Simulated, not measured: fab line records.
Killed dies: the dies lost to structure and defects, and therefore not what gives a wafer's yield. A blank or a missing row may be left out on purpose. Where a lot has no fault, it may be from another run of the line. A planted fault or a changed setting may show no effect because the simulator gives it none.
Chamber matching	flow n5 finfet	rie diel-06 running N5_PASSIVATION_PASS_ETCH_74: 4 sister chambers
The step etches SiNx in CF4/O2, target depth 220 nm, time 110 s. 4 wafers are shown with their chamber, then 12 later ones without.

WAFERS, EACH WITH ITS CHAMBER
wafer	chamber	drypump motor current A (A)
L090.3	3	5.4
L085.2	2	6.5
L085.4	1	5.4
L085.6	0	6.4

WAFERS MISSING THEIR CHAMBER
wafer	drypump motor current A (A)
L089.3	6.5
L089.5	5.5
L089.6	6.5
L096.1	5.4
L096.4	6.4
L096.5	5.4
L086.3	6.5
L086.4	6.5
L086.5	6.4
L097.1	6.5
L097.3	6.4
L097.6	6.4

EACH ONE'S CHAMBER
wafer	from the rows above	in truth
L089.3	2	2
L089.5	can't be placed: 1 or 3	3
L089.6	2	2
L096.1	can't be placed: 1 or 3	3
L096.4	0	0
L096.5	can't be placed: 1 or 3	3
L086.3	2	2
L086.4	2	2
L086.5	0	0
L097.1	2	2
L097.3	0	0
L097.6	0	0
9 of 12 placed correctly. These rows do not allow placing 3 (true chamber among the candidates in 3). 0 placed wrongly.
How it was worked out, from the rows above alone: a wafer's distance from a chamber is the root of the sum, over the readings, of the square of ((its reading less the chamber's mean) divided by the reading's scatter). If the next closest chamber is less than 2 further off than the closest, the wafer can't be placed; otherwise it belongs to the closest. A chamber's mean is the mean of its shown wafers. The scatter: with one shown wafer a chamber, the root of the mean of the squares of how far each hidden wafer lies from its nearest shown one.
